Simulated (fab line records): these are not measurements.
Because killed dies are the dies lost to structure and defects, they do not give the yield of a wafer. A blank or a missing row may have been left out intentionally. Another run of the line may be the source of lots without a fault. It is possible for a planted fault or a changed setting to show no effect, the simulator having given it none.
Split-lot study ; flow n5 finfet ; on a route of 1938 steps: 7 lots, 21 wafers read

== ABOUT THE SPLIT ==
At N5_MIM_BOT_ETCH_ETCH_04 (etches SiNx in CF4/O2, target depth 26 nm, time 13 s), the setting time s was moved away from the recipe's 13 s on 7 of the 21 wafers read, by -11.5% to +17.4%. All remaining wafers had this setting at the recipe value.

The split's own step is where the reading is taken.

== THE READING ==
etch.depth nm (the simulator's own value, which no gauge read), in nm, at N5_MIM_BOT_ETCH_ETCH_04 (etches SiNx in CF4/O2, target depth 26 nm, time 13 s). The file does not state a usual value for it. Average 26.17 nm, standard deviation 0.61 nm, over the 14 wafers here run with the recipe.

wafer;tool, chamber at the split;time s as run, s;against the recipe;etch.depth nm, nm;against lot-mates on the recipe
L074.1;rie diel-04, 0;13;recipe;26.45;-
L074.2;rie diel-04, 2;13;recipe;26.65;-
L074.6;rie diel-04, 1;13;recipe;26.41;-
L076.1;rie diel-03, 3;11.5;-11.5%;22.26;-3.13
L076.3;rie diel-03, 0;13;recipe;25.39;-
L076.6;rie diel-03, 3;11.5;-11.5%;22.31;-3.08
L078.3;rie diel-03, 3;13;recipe;25.28;-
L078.4;rie diel-03, 0;13;recipe;25.23;-
L078.6;rie diel-03, 3;13;recipe;25.14;-
L081.1;rie diel-01, 2;15.06;+15.8%;30.3;+3.62
L081.2;rie diel-01, 3;13;recipe;26.64;-
L081.6;rie diel-01, 3;13;recipe;26.71;-
L080.1;rie diel-04, 2;13;recipe;26.22;-
L080.3;rie diel-04, 1;13;recipe;26.5;-
L080.5;rie diel-04, 0;13;recipe;27.02;-
L088.2;rie diel-01, 3;13;recipe;26.39;-
L088.3;rie diel-01, 1;12.03;-7.5%;24.3;-2.09
L088.5;rie diel-01, 0;12.03;-7.5%;23.94;-2.45
L097.2;rie diel-01, 1;13;recipe;26.33;-
L097.3;rie diel-01, 3;15.26;+17.4%;30.82;+4.49
L097.5;rie diel-01, 2;15.26;+17.4%;29.69;+3.36

THE FIT
A straight line over all 21 wafers: etch.depth nm changes by +0.267 nm for each +1% of time s; r = +0.96; the points scatter about the line by 0.62 nm.
The same after taking each lot's own level away (the mean of its wafers on the recipe; 21 wafers): +0.244 nm for each +1%; r = +0.99; scatter 0.29 nm.
On that fit, the largest move of time s shifts the reading by 4.2 nm.
The lots' own levels span 25.217 to 26.675 nm, that is 2.4 times the standard deviation above.
So the lot-to-lot level changes the slope little: the two slopes agree.
Check: with one of the wafers moved furthest among these (+17.4%) left out of the fit, the line predicts +3.99 nm for it against its lot-mates. Against them it came out at +4.49 nm.

== THESE WAFERS: OTHER SPLITS ==
These wafers also went through other splits before the reading. Each is held against what the fit with the lots' levels taken away leaves over:
other split on the same wafers;wafers away from the commonest value;r with etch.depth nm (lot level and that fit taken away)
N5_BEOL_M13_PEB_26 peb time s;8;+0.11
N5_BEOL_M14_ETCH_68 time s;9;-0.07
N5_BEOL_M15_EXPOSE_25 dose mj;7;+0.01
N5_BEOL_M15_TRENCH_ETCH_34 bias w;7;+0.20

== FILE'S OWN FIT ==
etch.depth nm changes by +0.241 nm for each +1% of time s, r = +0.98.
